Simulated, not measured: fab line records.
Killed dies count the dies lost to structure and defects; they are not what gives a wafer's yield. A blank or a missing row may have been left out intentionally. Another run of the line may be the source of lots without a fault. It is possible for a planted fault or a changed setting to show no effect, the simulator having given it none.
fab line records    flow n5Finfet
record lots=6  wafers=17  lastDay=17
route steps=1938 shown BEOL_M6@1219
lots with no fault: from the same line, run without faults
startH: hours from the record's opening day to when the first of the lot's shown wafers began    waitH: how many hours have passed since the lot's step before this one    " same as the row above    L1.1+2: several wafers, shown together as one row    - no value, or no start was given    * or withheld: withheld    < > ~ a bound
route shown NAME@n: a module of which the file shows steps, and the number in the route of the first    usual: average and standard deviation across the fault-free wafers    same: alike in all rows    chamber/n: place in a boat    sites: the reading at each site    _std_site: the values' standard deviation    _edge_site: outer sites' mean less inner sites'    radiusMm: for every site, how far away it sits from the centre of the wafer    mask NAME#n: copy n    behind: the most recent tool/chamber to have shaped the wafer    hold: what put the lot on hold/how long, in hours/how the hold closed    device: the transistor (n, p or np) that didn't switch    end of line: the same wafers' tests at the end of the route    step lacking rows: just its recipe    killed: at the first sort, the dies lost to defects and structure; wafer yield is something else    map: per-die view of a wafer (x killed, . not killed, _ where there is no die)
set.NAME: the run value of the setting; set.NAME@STEP: its run value at that earlier step    model.NAME: the simulator's own value behind a step, which no gauge read
lots at some steps of the route; a table a step, a row a wafer
services: a tool's chamber out of use, with start hour (startH, from the record's first day; less than 0 if before it), hours out, and reason
## steps
# step N5_BEOL_M6_COAT_64
# recipe resist=SiARC  tempC=220  timeS=60  spinRpm=1500  resistThkNm=12
# step N5_BEOL_M6_COAT_71
# recipe resist=underlayer  tempC=205  timeS=60  spinRpm=1500  resistThkNm=5
# step N5_BEOL_M6_COAT_22
# recipe resist=CAR-EUV  spinRpm=1500  resistThkNm=30
# step N5_BEOL_M6_EBR_24
# recipe solvent=PGMEA  ebrWidthMm=1.5
# step N5_BEOL_M6_SOFTBAKE_23
# recipe tempC=110  timeS=60  resist=CAR-EUV
# step N5_BEOL_M6_EXPOSE_25
# recipe maskId=V5  na=0.33  sourceShape=annular  sigmaInner=0.4  sigmaOuter=0.8  polarization=unpolarized  targetCdNm=40  doseMj=45
# step N5_BEOL_M6_PEB_26
# recipe pebTempC=100  pebTimeS=60  resist=CAR-EUV
# step N5_BEOL_M6_DEVELOP_27
# recipe developTimeS=30  developer=TMAH  resist=CAR-EUV  rinseLiquid=surfactantRinse  dry=airSpin  devTempC=23
# step N5_BEOL_M6_CD_MEAS_28
# recipe targetCdNm=40  landingEnergyEv=500  detector=seInlens
# usual cdNm=40.03/0.23
lot.wafer  tool      chamber  startH  waitH  cdNm
L611.1     cdSem-03  0        183.75  -      39.80
L611.4     "         0        "       "      39.91
L611.6     "         0        "       "      40.22
L614.1     cdSem-01  0        227.19  -      40.00
L614.3     "         0        "       "      39.96
L614.4     "         0        "       "      39.64
L619.5     cdSem-02  0        263.68  -      40.21
L619.6     "         0        "       "      40.14
L620.4     cdSem-02  0        275.56  -      40.28
L620.5     "         0        "       "      40.17
L620.6     "         0        "       "      40.11
L628.2     cdSem-03  0        305.23  -      39.92
L628.4     "         0        "       "      40.53
L628.5     "         0        "       "      39.91
L629.4     cdSem-03  0        320.90  -      39.85
L629.5     "         0        "       "      40.06
L629.6     "         0        "       "      40.58
# step N5_BEOL_M6_OVL_MEAS_29
# recipe pointsPerWafer=522
# usual V5_OVL=0.1/0.64
lot.wafer  tool        chamber  startH  waitH  V5_OVL[nm]
L611.1     overlay-02  0        183.79  0.0    -0.6
L611.4     "           0        "       "      0.6
L611.6     "           0        "       "      0.1
L614.1     overlay-02  0        227.22  0.0    0.3
L614.3     "           0        "       "      0.1
L614.4     "           0        "       "      0.4
L619.5     overlay-01  0        263.73  0.0    0.3
L619.6     "           0        "       "      0.4
L620.4     overlay-02  0        275.60  0.0    1.1
L620.5     "           0        "       "      1.6
L620.6     "           0        "       "      1.7
L628.2     overlay-01  0        305.27  0.0    0.1
L628.4     "           0        "       "      1.2
L628.5     "           0        "       "      0.9
L629.4     overlay-01  0        320.94  0.0    -0.1
L629.5     "           0        "       "      -0.5
L629.6     "           0        "       "      0.4
# step N5_BEOL_M6_INSPECT_30
# recipe mode=adi  inspectInstrument=brightfield
# usual rawDefectCount=469/100
lot.wafer  tool              chamber  startH  waitH  rawDefectCount
L611.1     defectInspect-02  -        183.84  0.1    406
L611.4     "                 -        "       "      394
L611.6     "                 -        "       "      391
L614.1     defectInspect-02  -        227.28  0.1    514
L614.3     "                 -        "       "      586
L614.4     "                 -        "       "      631
L619.5     defectInspect-01  -        263.77  0.0    421
L619.6     "                 -        "       "      471
L620.4     defectInspect-02  -        275.64  0.0    516
L620.5     "                 -        "       "      461
L620.6     "                 -        "       "      565
L628.2     defectInspect-01  -        305.32  0.0    437
L628.4     "                 -        "       "      529
L628.5     "                 -        "       "      382
L629.4     defectInspect-02  -        320.98  0.0    451
L629.5     "                 -        "       "      542
L629.6     "                 -        "       "      660
# step N5_BEOL_M6_DESCUM_33
# recipe chemistry=O2  timeS=7  sourcePowerW=50  biasPowerW=20  pressureMtorr=20  rfFrequencyHz=2.712e+07  tempC=40  resist=CAR-EUV  o2FlowSccm=225
# usual drypumpMotorCurrentA=5.5/0.36  oesProductAu=0.80/0.086  rfVppV=243.5/1.2  showerheadPlenumPTorr=2.11/0.053  throttleValvePct=20.46/0.17
lot.wafer  tool        chamber  startH  waitH  drypumpMotorCurrentA  oesProductAu  rfHoursCounterH  rfVppV  showerheadPlenumPTorr  throttleValvePct
L611.1     rieDiel-01  1        183.88  0.0    5.9                   0.68          221              243.5   2.15                   20.43
L611.4     "           2        "       "      6.0                   0.87          -                243.7   2.22                   20.27
L611.6     "           1        "       "      5.9                   0.68          -                244.1   2.15                   20.43
L614.1     rieDiel-04  3        227.31  0.0    5.6                   0.84          67               243.5   2.13                   20.47
L614.3     "           2        "       "      5.4                   0.84          84               242.8   2.12                   20.48
L614.4     "           1        "       "      5.4                   0.88          45               241.7   2.04                   20.38
L619.5     rieDiel-04  1        264.22  0.5    5.4                   0.87          -                241.8   2.04                   20.39
L619.6     "           0        "       "      5.8                   0.69          -                242.1   2.06                   20.64
L620.4     rieDiel-04  1        275.69  0.0    5.4                   0.85          -                242.4   2.04                   20.39
L620.5     "           2        "       "      5.4                   0.80          -                242.5   2.12                   20.52
L620.6     "           3        "       "      5.6                   0.82          -                242.8   2.12                   20.50
L628.2     rieDiel-01  3        305.35  0.0    5.7                   0.83          82               243.3   2.03                   20.34
L628.4     "           1        "       "      5.9                   0.97          2                243.0   2.13                   20.09
L628.5     "           3        "       "      5.7                   0.82          -                241.2   2.03                   20.35
L629.4     rieDiel-01  1        321.13  0.2    5.9                   0.95          8                243.9   2.13                   20.09
L629.5     "           0        "       "      5.2                   0.81          -                245.3   2.19                   20.23
L629.6     "           3        "       "      5.7                   0.82          -                243.1   2.03                   20.34
# step N5_BEOL_M6_ETCH_72
# recipe chemistry=N2/H2  target=underlayer  targetDepthA=65  maskMaterial=CAR-EUV  timeS=5.2  ionEnergyEv=200  pressureMtorr=30  sourceW=840  biasW=150  n2FlowSccm=200  h2FlowSccm=200  ends=cleared
# usual drypumpMotorCurrentA=5.5/0.37  etchRfOnTimeS=5.18/0.085  oesProductAu=0.68/0.071  rfVppV=524.5/2.2  showerheadPlenumPTorr=2.57/0.066  throttleValvePct=17.86/0.19
lot.wafer  tool        chamber  startH  waitH  drypumpMotorCurrentA  etchRfOnTimeS  oesProductAu  rfHoursCounterH  rfVppV  showerheadPlenumPTorr  throttleValvePct
L611.1     rieDiel-01  1        183.91  0.0    5.9                   5.14           0.59          221              526.4   2.62                   17.96
L611.4     "           2        "       "      6.1                   5.12           0.74          -                529.7   2.69                   17.56
L611.6     "           1        "       "      5.9                   5.17           0.59          -                526.1   2.62                   17.93
L614.1     rieDiel-04  3        227.35  0.0    5.6                   5.12           0.72          67               525.7   2.57                   17.78
L614.3     "           2        "       "      5.4                   5.18           0.71          84               523.7   2.57                   17.90
L614.4     "           1        "       "      5.5                   5.15           0.75          45               520.8   2.49                   17.85
L619.5     rieDiel-04  1        264.25  0.0    5.4                   3.32           0.93          -                521.1   2.48                   17.92
L619.6     "           0        "       "      5.7                   5.22           0.59          -                523.1   2.49                   17.95
L620.4     rieDiel-04  1        275.72  0.0    5.4                   3.37           0.94          -                523.1   2.48                   17.97
L620.5     "           2        "       "      5.4                   5.09           0.71          -                524.0   2.57                   17.93
L620.6     "           3        "       "      5.6                   5.09           0.70          -                523.4   2.57                   17.85
L628.2     rieDiel-01  3        305.39  0.0    5.7                   5.26           0.70          82               521.2   2.47                   17.69
L628.4     "           1        "       "      5.9                   5.25           0.82          2                525.2   2.60                   17.58
L628.5     "           3        "       "      5.7                   5.28           0.69          -                521.1   2.47                   17.69
L629.4     rieDiel-01  1        321.17  0.0    5.9                   5.17           0.82          8                524.7   2.60                   17.59
L629.5     "           0        "       "      5.2                   5.17           0.70          -                524.3   2.67                   17.67
L629.6     "           3        "       "      5.6                   5.25           0.69          -                521.5   2.46                   17.70
# step N5_BEOL_M6_ETCH_65
# recipe chemistry=CF4  target=SiARC  targetDepthA=156  maskMaterial=CAR-EUV  timeS=26  ionEnergyEv=80  pressureMtorr=40  sourceW=545  biasW=36  Ar_flow_sccm=100  cf4FlowSccm=100  ends=cleared
# usual drypumpMotorCurrentA=5.5/0.37  etchRfOnTimeS=25.9/0.43  oesProductAu=0.69/0.073  rfVppV=184.3/1  showerheadPlenumPTorr=2.16/0.052  throttleValvePct=15.62/0.18
lot.wafer  tool        chamber  startH  waitH  drypumpMotorCurrentA  etchRfOnTimeS  oesProductAu  rfHoursCounterH  rfVppV  showerheadPlenumPTorr  throttleValvePct
L611.1     rieDiel-01  1        183.93  0.0    5.9                   25.7           0.59          221              184.7   2.20                   15.71
L611.4     "           2        "       "      6.1                   25.6           0.75          -                185.8   2.26                   15.33
L611.6     "           1        "       "      5.9                   26.2           0.58          -                183.2   2.20                   15.71
L614.1     rieDiel-04  3        227.36  0.0    5.6                   25.3           0.72          67               182.9   2.17                   15.57
L614.3     "           2        "       "      5.4                   25.8           0.72          84               185.5   2.17                   15.61
L614.4     "           1        "       "      5.4                   25.4           0.75          45               182.9   2.10                   15.51
L619.5     rieDiel-04  1        264.27  0.0    5.4                   25.6           0.73          -                184.2   2.09                   15.54
L619.6     "           0        "       "      5.8                   26.2           0.59          -                185.6   2.11                   15.87
L620.4     rieDiel-04  1        275.74  0.0    5.4                   25.8           0.73          -                183.2   2.09                   15.55
L620.5     "           2        "       "      5.4                   25.7           0.70          -                183.9   2.16                   15.64
L620.6     "           3        "       "      5.6                   25.5           0.70          -                183.8   2.16                   15.60
L628.2     rieDiel-01  3        305.40  0.0    5.7                   26.0           0.70          82               182.7   2.08                   15.48
L628.4     "           1        "       "      5.9                   26.4           0.83          2                184.6   2.19                   15.24
L628.5     "           3        "       "      5.7                   26.2           0.70          -                184.1   2.08                   15.48
L629.4     rieDiel-01  1        321.19  0.0    5.9                   25.8           0.82          8                184.2   2.19                   15.28
L629.5     "           0        "       "      5.3                   25.8           0.70          -                186.1   2.24                   15.44
L629.6     "           3        "       "      5.7                   25.9           0.70          -                183.6   2.08                   15.48
## services
tool        chamber  startH  hours  kind
rieDiel-01  0        183.85  7.7    repair
rieDiel-04  1        207.48  14.3   repair
rieDiel-04  -        209.64  0.6    repair
rieDiel-04  0        217.81  6.3    repair
rieDiel-01  -        238.63  15.6   pm
rieDiel-01  0        259.64  4.1    repair
rieDiel-04  0        267.31  -      clean
rieDiel-04  0        267.31  -      consumableReplace:focusRing
rieDiel-04  0        267.31  12.7   scheduledDown
rieDiel-04  0        267.31  12.7   ventCycle
rieDiel-01  1        277.87  -      clean
rieDiel-01  1        277.87  -      consumableReplace:focusRing
rieDiel-01  1        277.87  19.3   scheduledDown
rieDiel-01  1        277.87  19.3   ventCycle
rieDiel-04  -        297.70  2.8    pm
rieDiel-01  -        310.45  2.8    pm
## key
firstSign step=N5_BEOL_M6_ETCH_72  reading=etchRfOnTimeS  direction=down  sigmas=22  usual=*  struck=*
effect step=N5_BEOL_M6_ETCH_72  reading=oesProductAu  direction=up  sigmas=3.6  usual=0.68  struck=0.94
metAt N5_BEOL_M6_ETCH_72
struckWafers L619.5,L620.4
rowsEnd L620.4
onsetBetween 227.35 264.25
fault kind=processParameterDrift  tool=rieDiel-04  chamber=1  onsetH=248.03  steps=N5_BEOL_M6_ETCH_72  channel=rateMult  offset=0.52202  shape=step
# rowsEnd: these wafers met a further fault down the route, and their rows from its step on are left out
